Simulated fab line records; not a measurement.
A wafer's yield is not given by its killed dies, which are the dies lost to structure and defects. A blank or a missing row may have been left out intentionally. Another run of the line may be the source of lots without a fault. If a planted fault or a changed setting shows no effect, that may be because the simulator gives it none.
8D (eight disciplines) problem report, filled in by code + flow n5_finfet + the parts of the form that need people (team, actions taken, sign-off) are left out

1. THE PROBLEM
Wafers without a fault read 1500.0 rpm, standard deviation 1; spin_speed_rpm at N5_BEOL_M0_SAQP_COAT_34 reads a mean of 1316.1 rpm on 6 wafers belonging to 2 lots. So: -99 or more standard deviations from the usual mean.
The step: resist thk 30 nm.
The first sign was on wafer L473.1 at day 11 23:29, on litho_track-01. Wafers with a number at this step in the record: 27, from 9 lots. Rule for "out" (also "out of limits"): further than 4 standard deviations from the usual mean. The rest of the wafers with a number are treated as sound.

2. WHAT THIS IS AND IS NOT
| question                    | is                     | is not                                                                    |
|-----------------------------|------------------------|---------------------------------------------------------------------------|
| which readings at this step | spin_speed_rpm         | -                                                                         |
| which lots                  | L473, L475             | L458, L460, L462, L467, L472, L478, L479                                  |
| which wafers of those lots  | all that have a number | -                                                                         |
| read on which tools         | litho_track-01         | litho_track-04, litho_track-05                                            |
| when                        | from day 11 23:29      | up to then (15 sound wafers); but 6 sound wafers of L478, L479 came after |

3. THE SUSPECTS, EACH WITH WHAT RULES IT OUT
Counting: any tool at a process step up to the reading is kept as a suspect provided that every lot that is out went through it and no sound lot did after the first of them.
- vapor_etch-01 at N5_BEOL_M0_SAQP_RECESS_109 (chemistry HF/NH3, target SiO2, target depth 3 nm, afs cycles 1, sublimation time 60 s): ruled out as a lasting fault. Following L473 (day 11 18:47), the first lot on it that is out, the sound lots L479 were run on it.
- litho_track-01 at N5_BEOL_M0_SAQP_COAT_34 (resist thk 30 nm): kept. Every lot that is out went through it, starting with L473 (day 11 23:29), and after that it ran no sound lot; the last sound lot it ran before then is L467 (day 10 13:50). On those wafers its own readings are out: spin_speed_rpm.
The count leaves litho_track-01 at N5_BEOL_M0_SAQP_COAT_34.

4. THE CAUSE (what the simulator had put in)
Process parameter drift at N5_BEOL_M0_SAQP_COAT_34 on litho_track-01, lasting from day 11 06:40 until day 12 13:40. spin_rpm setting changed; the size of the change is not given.
Counting left only this tool.

5. SEQUENCE OF EFFECTS, ordered by route
Rows list readings where the struck wafers' mean (over those with a number) sits beyond 3 standard deviations from the usual. Readings are gone through only where the record gives a usual standard deviation; hours: the median, over the lots, of the time from a lot's start at the first step in this table giving one to that lot's start at this step; sigmas: the change measured in usual standard deviations.
| hours | step                    | reading        | usual      | on struck wafers | change | sigmas      |
|-------|-------------------------|----------------|------------|------------------|--------|-------------|
| 0     | N5_BEOL_M0_SAQP_COAT_34 | spin_speed_rpm | 1500.0 rpm | 1316.1           | -183.9 | -99 or more |
The process steps in it:
- N5_BEOL_M0_SAQP_COAT_34: resist thk 30 nm.
Later measuring or inspecting steps at which every struck wafer that the step has a row for has a number for every such reading, and none has moved that far: N5_BEOL_M4_RC_MEAS_101.

6. WHAT WOULD HAVE CAUGHT IT SOONER
In this record the first reading out of limits was taken at day 11 23:29, 17 hours after the fault began at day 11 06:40.
